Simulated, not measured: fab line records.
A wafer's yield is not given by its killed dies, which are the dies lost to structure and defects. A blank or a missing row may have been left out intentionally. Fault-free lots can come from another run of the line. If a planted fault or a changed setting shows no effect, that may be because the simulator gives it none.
Problem report, 8D (eight disciplines) form, completed by code :: flow nand-harc :: the parts of the form that need people (team, actions taken, sign-off) are left out

## 1. THE ISSUE
Wafers without a fault read 999 nm, standard deviation 7.9; thk-nm at NHARC_A_ONON_D1_THK_MEAS_05 reads a mean of 1539 nm on 2 wafers belonging to 2 lots. That is +68 standard deviations from the usual mean.
The step: measures by ellipsometry.
Earliest sighting: wafer L758.2 on film-metro-01 at day 11 01:28. The record has a number at this step for 37 wafers belonging to 13 lots. Rule for "out", or "out of limits": more than 4 standard deviations from the usual mean. The other wafers with a number count as sound.

## 2. WHAT IT IS; WHAT IT IS NOT
question: which readings at this step
is: thk-nm
is not: -

question: which lots
is: L758, L759
is not: L744, L745, L748, L749, L750, L751, L753, L754, L764, L766, L767

question: which wafers of those lots
is: L758.2, L759.1
is not: L758.5, L759.5

question: read on which gauges
is: film-metro-01
is not: film-metro-02

question: when
is: from day 11 01:28
is not: up to then (25 sound wafers); but 10 sound wafers of L759, L764, L766, L767 came after

## 3. WHAT RULES OUT EACH SUSPECT
Counting: a tool at a process step up to the reading stays a suspect if it ran every lot that is out. Sound lots after the first of them don't rule it out here, since some wafers of a struck lot are sound.
- the gauge at NHARC_A_ONON_D1_THK_MEAS_05 is ruled out. All the wafers that are out were read on film-metro-01, but those of them that NHARC_END_SORT_01 has rows for are out there too, on other tools.
- pecvd-onon-03 at NHARC_A_ONON_D1_DEP_03 (target thk 1000 nm): kept. Every lot that is out went through it, the first being L758 (day 11 01:01); the last sound lot it ran before that was L754 (day 10 08:22).
Left after counting: pecvd-onon-03 at NHARC_A_ONON_D1_DEP_03.

## 4. THE CAUSE (what the simulator had put in)
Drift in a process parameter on pecvd-onon-03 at NHARC_A_ONON_D1_DEP_03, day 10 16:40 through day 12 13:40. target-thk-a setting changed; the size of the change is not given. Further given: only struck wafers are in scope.
Only this tool survived the counting.

## 5. SEQUENCE OF EFFECTS, ordered by route
Each row: a reading where the mean over the struck wafers with a number is more than 3 standard deviations away from the usual. Only readings whose record carries a usual standard deviation are examined. hours: median over the lots of the time between each lot's start at the first step of this table that gives one and its start at this step. sigmas: the change, counted in usual standard deviations.
hours: 0
step: NHARC_A_ONON_D1_THK_MEAS_05
reading: thk-nm
usual: 999 nm
on struck wafers: 1539
change: +540
sigmas: +68

hours: 276
step: NHARC_END_SORT_01
reading: killed-at-array
usual: 27
on struck wafers: 672
change: +644
sigmas: +59

hours: 276
step: NHARC_END_SORT_01
reading: killed-dies
usual: 31
on struck wafers: 677
change: +646
sigmas: +54

## 6. HOW IT WOULD HAVE BEEN CAUGHT EARLIER
The first out-of-limits reading at a measuring or inspecting step in this record came at day 11 01:28, 9 hours after the fault's start at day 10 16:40.
Tool readings at NHARC_A_ONON_D1_DEP_03 with a usual standard deviation given in the record: none out on any struck wafer, hence no alarm at a limit of 4 standard deviations on them.
Among the 2 lots that are out, L759 began NHARC_A_ONON_D1_DEP_03 on pecvd-onon-03 after day 11 01:28. Had the tool been put on hold then, it would have been spared.
